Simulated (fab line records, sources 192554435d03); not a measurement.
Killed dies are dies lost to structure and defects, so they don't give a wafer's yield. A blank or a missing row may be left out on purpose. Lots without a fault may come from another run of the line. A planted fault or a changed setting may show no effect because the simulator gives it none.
Chamber matching | flow n5_finfet | N5_BEOL_M9_ETCH_66 on rie_diel-03: 4 sister chambers
The step etches SOC in N2/H2, target depth 80 nm, overetch 16 nm, time 120 s. 4 wafers are shown with their chamber, then 8 later ones without.

WAFERS WITH THEIR CHAMBER
wafer  | chamber | showerhead_plenum_p_Torr (Torr)
L084.4 | 2       | 2.70
L086.3 | 3       | 2.69
L086.4 | 1       | 2.60
L093.3 | 0       | 2.46

WAFERS WITHOUT THEIR CHAMBER
wafer  | showerhead_plenum_p_Torr (Torr)
L093.4 | 2.70
L093.5 | 2.60
L091.1 | 2.69
L091.3 | 2.69
L091.6 | 2.69
L096.2 | 2.68
L096.3 | 2.69
L096.6 | 2.69

WHICH CHAMBER EACH WENT THROUGH
wafer  | from the rows above | in truth
L093.4 | 2                   | 2
L093.5 | 1                   | 1
L091.1 | 3                   | 3
L091.3 | 3                   | 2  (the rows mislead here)
L091.6 | 3                   | 3
L096.2 | 3                   | 3
L096.3 | 3                   | 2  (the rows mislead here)
L096.6 | 3                   | 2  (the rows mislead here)
Placed correctly: 5 of 8. Can't be placed from these rows: 0. Placed wrongly: 3.
How it was worked out, from the rows above alone: a wafer's distance from a chamber is the root of the sum, over the readings, of the square of ((its reading less the chamber's mean) divided by the reading's scatter). The wafer belongs to the nearest chamber; if the next one is less than 2 further off, it can't be placed. A chamber's mean is the mean of its shown wafers. The scatter: with one shown wafer a chamber, the root of the mean of the squares of how far each hidden wafer lies from its nearest shown one.
